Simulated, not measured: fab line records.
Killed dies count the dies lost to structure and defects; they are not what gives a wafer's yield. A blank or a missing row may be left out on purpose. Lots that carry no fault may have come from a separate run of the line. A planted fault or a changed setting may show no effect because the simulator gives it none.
Which tool was responsible?	flow nand harc	12 lots, 36 wafers sampled, at 5 steps of a route of 1302

== WHAT THE GAUGES READ, wafer by wafer ==
NHARC_END_SORT_01. Usual: killed at array 54, standard deviation 16; killed at other 0.6, standard deviation 0.86; killed at periphery 3.8, standard deviation 2.6; killed dies 58, standard deviation 16; killed open 3.3, standard deviation 1.8; killed short 2.7, standard deviation 1.7.
lot	measured	on	killed at array	killed at other	killed at periphery	killed dies	killed open	killed short	flag
L498	day 31 21:56	prober-01	673 673 671	0 0 1	4 4 5	677 677 677	6 2 4	3 5 0	OFF
L499	day 33 06:49	prober-02	670 674 673	2 0 1	5 3 3	677 677 677	2 4 5	1 1 3	OFF

== WHICH TOOL RAN EACH LOT (tool, then ch and the chambers of the sampled wafers, then the start) ==
lot	NHARC_A_CHANNEL_HOLE_D1_ETCH_24	NHARC_A_CHANNEL_FILL_D1_ALD_14	NHARC_A_CHANNEL_FILL_D1_STRIP_28	NHARC_A_ONON_D2_DEP_06
L480	har etch-02 ch 0,1, day 9 09:46	ald hk-01 ch 0,2,3, day 9 20:29	rie diel-11 ch 0,1, day 10 13:53	pecvd onon-04 ch 0, day 13 01:03
L481	har etch-01 ch 0,1, day 9 16:56	ald hk-04 ch 1,3, day 10 04:59	rie diel-04 ch 0,2, day 11 01:35	pecvd onon-03 ch 0, day 13 15:58
L483	har etch-02 ch 0,1, day 10 02:32	ald hk-03 ch 0,1, day 10 13:16	rie diel-01 ch 1,2, day 11 06:34	pecvd onon-04 ch 0, day 13 15:55
L482	har etch-01 ch 0,1, day 10 06:20	ald hk-04 ch 1,2,3, day 10 17:10	rie diel-04 ch 0,2,3, day 11 10:22	pecvd onon-01 ch 0, day 13 23:10
L486	har etch-02 ch 1, day 11 17:48	ald hk-01 ch 0,2,3, day 12 06:40	rie diel-11 ch 2,3, day 13 01:35	pecvd onon-04 ch 0, day 15 14:28
L496	har etch-01 ch 0,1, day 15 13:37	ald hk-01 ch 1,2,3, day 16 01:03	rie diel-11 ch 0,1,2, day 16 20:50	pecvd onon-04 ch 0, day 19 19:41
L497	har etch-01 ch 0,1, day 16 01:47	ald hk-01 ch 1,2,3, day 16 12:57	rie diel-04 ch 0,2,3, day 17 07:05	pecvd onon-03 ch 0, day 19 18:22
L498	har etch-01 ch 0,1, day 16 07:20	ald hk-04 ch 0,1,3, day 16 19:29	rie diel-11 ch 1,2,3, day 17 13:50	pecvd onon-04, day 20 01:13
L499	har etch-01 ch 0,1, day 17 08:05	ald hk-04 ch 1,2,3, day 17 18:38	rie diel-04 ch 0,1,3, day 18 11:55	pecvd onon-03, day 20 21:21
L500	har etch-01 ch 0,1, day 17 11:59	ald hk-03 ch 0,1,2, day 17 23:16	rie diel-11 ch 1,3, day 18 16:43	pecvd onon-01 ch 0, day 21 09:20
L501	har etch-01 ch 0,1, day 17 16:35	ald hk-04 ch 1,2,3, day 18 03:28	rie diel-11 ch 0,3, day 18 20:36	pecvd onon-03 ch 0, day 21 09:32
L502	har etch-02 ch 0,1, day 18 12:49	ald hk-03 ch 2,3, day 18 23:34	rie diel-01 ch 2,3, day 19 17:05	pecvd onon-04 ch 0, day 22 06:13
- NHARC_A_CHANNEL_HOLE_D1_ETCH_24: etches the open film in C4F8/O2/Ar, time 906.2 s, target depth 1500 nm.
- NHARC_A_CHANNEL_FILL_D1_ALD_14: deposits SiO2, target thk 2.5 nm, pulse time 10 s, ald cycles 25.
- NHARC_A_CHANNEL_FILL_D1_STRIP_28: strips in O2, time 20 s.
- NHARC_A_ONON_D2_DEP_06: target thk 1000 nm.

== WHAT THE TOOLS THEMSELVES READ (means of the sampled wafers that have a number; where no wafer has one, the mark that the record gives instead) ==
NHARC_A_CHANNEL_HOLE_D1_ETCH_24. Usual: drypump motor current A 6.0 A, standard deviation 0.63; oes air line au 1.000 a.u., standard deviation 0.02; showerhead plenum p Torr 3.68 Torr, standard deviation 0.061; throttle valve pct 32.235 %, standard deviation 0.0089.
lot	tool	drypump motor current A (A)	oes air line au (a.u.)	showerhead plenum p Torr (Torr)	throttle valve pct (%)	flag
L480	har etch-02	5.9	1.035	3.72	32.236	
L481	har etch-01	6.3	0.991	3.72	32.245	
L483	har etch-02	5.4	1.002	3.67	32.237	
L482	har etch-01	6.5	1.010	3.71	32.230	
L486	har etch-02	5.0	1.003	3.61	32.234	
L496	har etch-01	6.4	0.983	3.67	32.228	
L497	har etch-01	6.5	1.009	3.66	32.235	
L498	har etch-01	6.4	0.990	3.66	32.239	
L499	har etch-01	6.4	0.986	3.66	32.231	
L500	har etch-01	6.3	1.014	3.65	32.240	
L501	har etch-01	6.5	1.001	3.65	32.234	
L502	har etch-02	5.4	1.025	3.85	32.231	

NHARC_A_CHANNEL_FILL_D1_ALD_14. Usual: heater power w 467 W, standard deviation 40; precursor pulse height rel 1.000, standard deviation 0.023; susceptor temp C 300.06 C, standard deviation 0.19.
lot	tool	heater power w (W)	precursor pulse height rel	susceptor temp C (C)	flag
L480	ald hk-01	443	0.993	300.19	
L481	ald hk-04	509	0.987	300.11	
L483	ald hk-03	479	1.008	300.12	
L482	ald hk-04	479	0.998	300.13	
L486	ald hk-01	447	0.984	300.05	
L496	ald hk-01	445	0.991	299.88	
L497	ald hk-01	458	1.002	300.20	
L498	ald hk-04	487	1.002	300.08	
L499	ald hk-04	469	1.015	300.13	
L500	ald hk-03	471	1.003	300.20	
L501	ald hk-04	471	1.029	299.99	
L502	ald hk-03	473	0.996	299.80	

NHARC_A_CHANNEL_FILL_D1_STRIP_28. Usual: drypump motor current A 5.7 A, standard deviation 0.52; oes product au 1.001 a.u., standard deviation 0.0079; rf vpp V 57.9 V, standard deviation 0.91; showerhead plenum p Torr 3.59 Torr, standard deviation 0.14; throttle valve pct 17.036 %, standard deviation 0.0092.
lot	tool	drypump motor current A (A)	oes product au (a.u.)	rf vpp V (V)	showerhead plenum p Torr (Torr)	throttle valve pct (%)	flag
L480	rie diel-11	5.2	1.005	58.3	3.64	17.034	
L481	rie diel-04	5.6	0.999	58.2	3.44	17.024	
L483	rie diel-01	5.7	0.992	57.9	3.75	17.034	
L482	rie diel-04	5.6	1.006	58.2	3.49	17.028	
L486	rie diel-11	6.4	1.006	58.1	3.45	17.035	
L496	rie diel-11	5.6	0.999	58.0	3.61	17.039	
L497	rie diel-04	5.6	1.006	58.0	3.49	17.039	
L498	rie diel-11	5.9	1.005	57.6	3.50	17.031	
L499	rie diel-04	5.6	1.004	57.4	3.60	17.039	
L500	rie diel-11	5.4	1.005	56.9	3.46	17.039	
L501	rie diel-11	5.7	1.008	57.6	3.59	17.029	
L502	rie diel-01	5.4	1.006	58.3	3.74	17.046	

NHARC_A_ONON_D2_DEP_06. Usual: n2 flow sccm 2750 sccm, standard deviation 7.5; n2o flow sccm 1999 sccm, standard deviation 5.6; nh3 flow sccm 499.9 sccm, standard deviation 1.4; susceptor temp C 400.01 C, standard deviation 0.21.
lot	tool	n2 flow sccm (sccm)	n2o flow sccm (sccm)	nh3 flow sccm (sccm)	susceptor temp C (C)	flag
L480	pecvd onon-04	2754	1999	498.8	400.13	
L481	pecvd onon-03	2755	2001	501.1	400.18	
L483	pecvd onon-04	2756	2004	501.0	399.72	
L482	pecvd onon-01	2739	1994	500.3	400.03	
L486	pecvd onon-04	2750	1998	501.3	400.02	
L496	pecvd onon-04	2749	1996	499.0	400.16	
L497	pecvd onon-03	2746	2001	501.0	400.01	
L498	pecvd onon-04	-	-	-	-	OFF
L499	pecvd onon-03	-	-	-	-	OFF
L500	pecvd onon-01	2754	1996	500.2	400.13	
L501	pecvd onon-03	2754	2003	500.5	399.76	
L502	pecvd onon-04	2744	2000	499.5	399.81	

== THE ANSWER, worked out from the rows above alone ==
Rule: take the mean of a lot's wafers that have a number; if it is more than 3 standard deviations from the usual mean, the lot is off. Also off: a lot with no number at a reading for which 4 or more lots have one. Where the step has rows for the other lots, those lots are counted as sound. After the gauges, taken in route order, come the tools' own readings; for these a lot's mean is taken, as printed above. At the first step where some lot is off, the reading lying furthest off is the one used; lots without a number count as furthest.
Off at NHARC_END_SORT_01 (killed dies): L498, L499. Neither off nor sound, because the step has no rows for them: L480, L481, L483, L482, L486, L496, L497, L500, L501, L502.
If a tool, at a process step before that reading, ran all the lots that are off and no sound lot after the first of them, it fits. The gauges at NHARC_END_SORT_01 aren't tried: what is off there is off at NHARC_A_ONON_D2_DEP_06 too, on other tools, and a gauge's error can't cause that. Can't be told from this: 2 tools fit, har etch-01 at NHARC_A_CHANNEL_HOLE_D1_ETCH_24, ald hk-04 at NHARC_A_CHANNEL_FILL_D1_ALD_14.

== WHAT WAS PUT IN BY THE SIMULATOR ==
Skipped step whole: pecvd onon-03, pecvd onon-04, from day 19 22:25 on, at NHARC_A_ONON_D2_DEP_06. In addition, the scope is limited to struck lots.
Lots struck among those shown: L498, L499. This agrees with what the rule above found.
